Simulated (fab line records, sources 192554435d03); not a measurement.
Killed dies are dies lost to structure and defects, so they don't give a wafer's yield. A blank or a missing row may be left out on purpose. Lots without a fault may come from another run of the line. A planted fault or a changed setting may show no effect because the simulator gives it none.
Which tool did it? | flow n5_finfet | 11 lots, 32 wafers sampled, at 3 steps of a route of 1938

WHAT THE GAUGES READ, wafer by wafer
N5_BEOL_M11_THK_MEAS_01.
lot  | measured     | on            | M11_ILD_THK (nm)
L606 | day 10 02:49 | film_metro-01 | 267 273 272
L610 | day 11 04:12 | film_metro-01 | 267 262 274
L611 | day 11 17:56 | film_metro-02 | 269 268 266
L612 | day 11 22:43 | film_metro-01 | 268 265 270
L613 | day 12 05:29 | film_metro-02 | 270 272 275
L617 | day 13 02:07 | film_metro-01 | 271 274 269
L616 | day 13 02:58 | film_metro-02 | 263 265 268
L619 | day 14 06:14 | film_metro-02 | 266 308
L621 | day 14 07:52 | film_metro-02 | 269 306 274
L623 | day 14 13:27 | film_metro-01 | 268 271 274
L628 | day 15 11:16 | film_metro-01 | 273 276 269

WHICH TOOL RAN EACH LOT (tool, then ch and the chambers of the sampled wafers, then the start)
lot  | N5_BEOL_M10_PRE_CLEAN_45     | N5_BEOL_M11_ILD_DEP_00
L606 | pvd_sputter-02, day 10 00:10 | pecvd-04 ch 0,2, day 10 02:13
L610 | pvd_sputter-02, day 11 01:20 | pecvd-04 ch 0,2, day 11 03:36
L611 | pvd_sputter-03, day 11 15:11 | pecvd-04 ch 0,1,2, day 11 16:52
L612 | pvd_sputter-01, day 11 20:25 | pecvd-03 ch 0,2, day 11 22:08
L613 | pvd_sputter-01, day 12 00:14 | pecvd-03 ch 0,2, day 12 03:28
L617 | pvd_sputter-02, day 13 00:00 | pecvd-04 ch 0,1,2, day 13 01:32
L616 | pvd_sputter-02, day 13 00:05 | pecvd-03 ch 0,2, day 13 01:48
L619 | pvd_sputter-02, day 14 03:34 | pecvd-03 ch 1,2, day 14 05:38
L621 | pvd_sputter-02, day 14 04:46 | pecvd-03 ch 0,1, day 14 07:08
L623 | pvd_sputter-02, day 14 10:57 | pecvd-04 ch 1,2, day 14 12:52
L628 | pvd_sputter-03, day 15 07:56 | pecvd-04 ch 0,2, day 15 10:40
- N5_BEOL_M10_PRE_CLEAN_45: time 30 s.
- N5_BEOL_M11_ILD_DEP_00: deposits SiCOH lowk from DEMS/porogen, target thk 308.51 nm, time 58 s.

THE ANSWER, worked out from the rows above alone
Rule: what is usual is taken from the lots themselves. Put in order of their means at a reading, lots are off if they are a third of the lots or fewer, leave a main group of 4 or more, and stand apart from it by a gap of 3 or more times the standard deviation of the main group's means; of several such gaps the widest counts. A main group whose means are all the same, to the digits that the tables above print for the reading, isn't used. A lot without any number at a reading at which 4 lots or more have one is off too. The other lots that the step has rows for count as sound.
Off: L619, L621, at N5_BEOL_M11_THK_MEAS_01 (M11_ILD_THK). The main group: mean 270 nm, standard deviation 2.4.
A tool fits if, at a process step before that reading, it ran every lot that is off, and no sound lot after the first of them. The gauges at N5_BEOL_M11_THK_MEAS_01 are tried like those tools. Can't be told from this: 2 tools fit, pecvd-03 at N5_BEOL_M11_ILD_DEP_00, film_metro-02 at N5_BEOL_M11_THK_MEAS_01.

WHAT THE SIMULATOR HAD PUT IN
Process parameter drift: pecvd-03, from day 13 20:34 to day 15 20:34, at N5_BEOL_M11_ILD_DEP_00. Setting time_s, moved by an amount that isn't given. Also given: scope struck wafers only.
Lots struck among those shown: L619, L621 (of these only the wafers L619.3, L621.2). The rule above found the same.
